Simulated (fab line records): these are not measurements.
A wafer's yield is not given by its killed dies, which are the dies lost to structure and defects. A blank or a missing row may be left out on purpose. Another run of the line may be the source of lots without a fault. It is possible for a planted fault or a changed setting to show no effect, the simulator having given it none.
Which tool was responsible? ; flow nand harc ; 39 wafers from 13 lots sampled at 5 of the route's 1302 steps

== WHAT THE GAUGES READ, wafer by wafer ==
NHARC_A_ONON_D1_THK_MEAS_27: measures by ellipsometry. Usual: thk nm at 997 nm, with a standard deviation of 8.9.
lot;measured;on;thk nm (nm);flag
L450;day 8 20:26;film metro-01;1004 1005 1004;
L452;day 9 17:37;film metro-02;1006 1009 1006;
L453;day 9 23:47;film metro-01;997 996 996;
L455;day 10 18:04;film metro-02;998 999 999;
L456;day 11 06:38;film metro-02;990 991 988;
L457;day 11 17:01;film metro-01;1008 1007 1007;
L458;day 12 10:20;film metro-01;1008 1007 1008;
L460;day 12 15:41;film metro-01;992 994 992;
L459;day 12 15:41;film metro-02;976 977 977;
L462;day 13 15:19;film metro-01;988 986 986;
L464;day 14 12:38;film metro-02;999 1000 998;
L465;day 15 00:42;film metro-01;989 993 992;
L472;day 18 02:39;film metro-01;993 991 991;

NHARC_A_ONON_D1_INSPECT_32. Usual: raw defect count at 74, with a standard deviation of 29.
lot;measured;on;raw defect count;flag
L450;day 8 21:44;defect inspect-02;78 81 49;
L452;day 9 18:47;defect inspect-01;57 47 47;
L453;day 10 00:54;defect inspect-02;64 62 80;
L455;day 10 19:10;defect inspect-02;36 107 67;
L456;day 11 07:53;defect inspect-02;58 36 55;
L457;day 11 18:07;defect inspect-01;72 85 98;
L458;day 12 11:26;defect inspect-02;71 64 55;
L460;day 12 16:47;defect inspect-02;98 56 104;
L459;day 12 16:49;defect inspect-01;135 185 90;
L462;day 13 16:25;defect inspect-02;92 53 119;
L464;day 14 13:53;defect inspect-02;96 89 87;
L465;day 15 01:49;defect inspect-02;47 72 66;
L472;day 18 03:46;defect inspect-02;58 38 27;

NHARC_A_CHANNEL_HOLE_D1_CD_MEAS_18. Usual: cd nm at 101 nm, with a standard deviation of 3.7.
lot;measured;on;cd nm (nm);flag
L450;day 9 08:41;cd sem-03;96 103 104;
L452;day 9 22:47;cd sem-03;100 99 97;
L453;day 10 04:55;cd sem-02;105 97 107;
L455;day 10 23:10;cd sem-03;106 99 100;
L456;day 11 18:41;cd sem-02;98 98 99;
L457;day 12 02:55;cd sem-02;105 103 103;
L458;day 12 15:27;cd sem-03;101 97 97;
L460;day 12 21:23;cd sem-01;100 104 105;
L459;day 12 20:46;cd sem-02;101 91 100;
L462;day 13 20:26;cd sem-01;97 100 101;
L464;day 14 19:35;cd sem-01;103 101 101;
L465;day 15 09:40;cd sem-01;99 101 105;
L472;day 18 07:38;cd sem-03;102 99 96;

NHARC_END_SORT_01. Usual: killed at array 56, standard deviation 17; killed at other 1.2, standard deviation 1.4; killed at periphery 4, standard deviation 3.2; killed dies 61, standard deviation 16; killed open 3.6, standard deviation 2.1; killed short 2.7, standard deviation 1.8.
lot;measured;on;killed at array;killed at other;killed at periphery;killed dies;killed open;killed short;flag
L464;day 30 18:19;prober-01;46 674 675;2 2 0;3 1 2;51 677 677;1 4 7;3 2 1;OFF
L465;day 31 02:25;prober-02;69 670 81;5 3 1;1 4 2;75 677 84;0 2 4;0 2 2;OFF

== TOOL THAT RAN EACH LOT (tool first, then ch and the chambers of the sampled wafers, then the start) ==
lot;NHARC_A_CHANNEL_HOLE_D1_ETCH_16
L450;rie diel-01 ch 0,2,3, day 9 08:10
L452;rie diel-01 ch 2,3, day 9 22:12
L453;rie diel-01 ch 1,2,3, day 10 04:20
L455;rie diel-01 ch 0,1,3, day 10 22:35
L456;rie diel-01 ch 2,3, day 11 18:10
L457;rie diel-01 ch 0,1, day 12 02:23
L458;rie diel-01 ch 2,3, day 12 14:52
L460;rie diel-08 ch 0,2, day 12 20:48
L459;rie diel-01 ch 0,3, day 12 20:12
L462;rie diel-07 ch 0,2,3, day 13 20:01
L464;rie diel-01 ch 0,2, day 14 19:04
L465;rie diel-01 ch 0,1,3, day 15 09:16
L472;rie diel-07 ch 1,3, day 18 07:04
- NHARC_A_CHANNEL_HOLE_D1_ETCH_16: etches the open film in O2/COS, target depth 3100 nm, time 806 s.

== AS READ BY THE TOOLS THEMSELVES (means over the sampled wafers that have a number; for cases with no such wafer, the mark the record gives instead) ==
NHARC_A_CHANNEL_HOLE_D1_ETCH_16. Usual: drypump motor current A 5.6 A, standard deviation 0.41; o2 flow sccm 400.2 sccm, standard deviation 1.3; oes product au 1.003 a.u., standard deviation 0.015; rf vpp V 313.9 V, standard deviation 2.1; showerhead plenum p Torr 3.11 Torr, standard deviation 0.13; throttle valve pct 28.328 %, standard deviation 0.0096.
lot;tool;drypump motor current A (A);o2 flow sccm (sccm);oes product au (a.u.);rf vpp V (V);showerhead plenum p Torr (Torr);throttle valve pct (%);flag
L450;rie diel-01;5.7;399.6;0.999;314.7;3.10;28.327;
L452;rie diel-01;5.3;401.8;0.995;314.0;3.08;28.330;
L453;rie diel-01;5.4;399.8;0.995;314.0;3.14;28.327;
L455;rie diel-01;5.7;400.8;1.011;314.2;3.16;28.327;
L456;rie diel-01;5.3;400.1;1.006;314.6;3.19;28.331;
L457;rie diel-01;6.1;400.2;1.016;313.1;3.06;28.324;
L458;rie diel-01;5.3;400.8;1.003;313.7;3.08;28.326;
L460;rie diel-08;5.8;400.0;1.021;311.5;3.03;28.332;
L459;rie diel-01;6.0;399.5;1.023;313.5;3.11;28.326;
L462;rie diel-07;5.6;399.8;0.997;312.7;3.07;28.330;
L464;rie diel-01;6.0;399.2;0.879;312.8;3.00;28.338;OFF
L465;rie diel-01;5.7;401.3;0.941;315.1;3.15;28.332;OFF
L472;rie diel-07;5.4;400.8;1.000;312.0;2.99;28.323;

== THE ANSWER, worked out from the rows above alone ==
Rule: a lot counts as off when the mean over its wafers that have a number is more than 3 standard deviations away from the usual mean. Also off: a lot with no number at a reading for which 4 or more lots have one. Where the step has rows for the other lots, those lots are counted as sound. Order of review: gauges by route order, followed by the tools' own readings, for which a lot's mean as printed above is used. At the first step where some lot is off, the reading lying furthest off is the one used; lots without a number count as furthest.
Off: L464, L465, at NHARC_END_SORT_01 (killed dies). Neither off nor sound, because the step has no rows for them: L450, L452, L453, L455, L456, L457, L458, L460, L459, L462, L472.
A tool fits if, at a process step before that reading, it ran every lot that is off, and no sound lot after the first of them. The gauges at NHARC_END_SORT_01 aren't tried: what is off there is off at NHARC_A_CHANNEL_HOLE_D1_ETCH_16 too, on other tools, and a gauge's error can't cause that. One fits: rie diel-01 at NHARC_A_CHANNEL_HOLE_D1_ETCH_16. It ran no sound lot before its first lot that is off in this sample, so the start can't be narrowed down.

== WHAT WAS PUT IN BY THE SIMULATOR ==
rie diel-01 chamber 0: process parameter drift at NHARC_A_CHANNEL_HOLE_D1_ETCH_16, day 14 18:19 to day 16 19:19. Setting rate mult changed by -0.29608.
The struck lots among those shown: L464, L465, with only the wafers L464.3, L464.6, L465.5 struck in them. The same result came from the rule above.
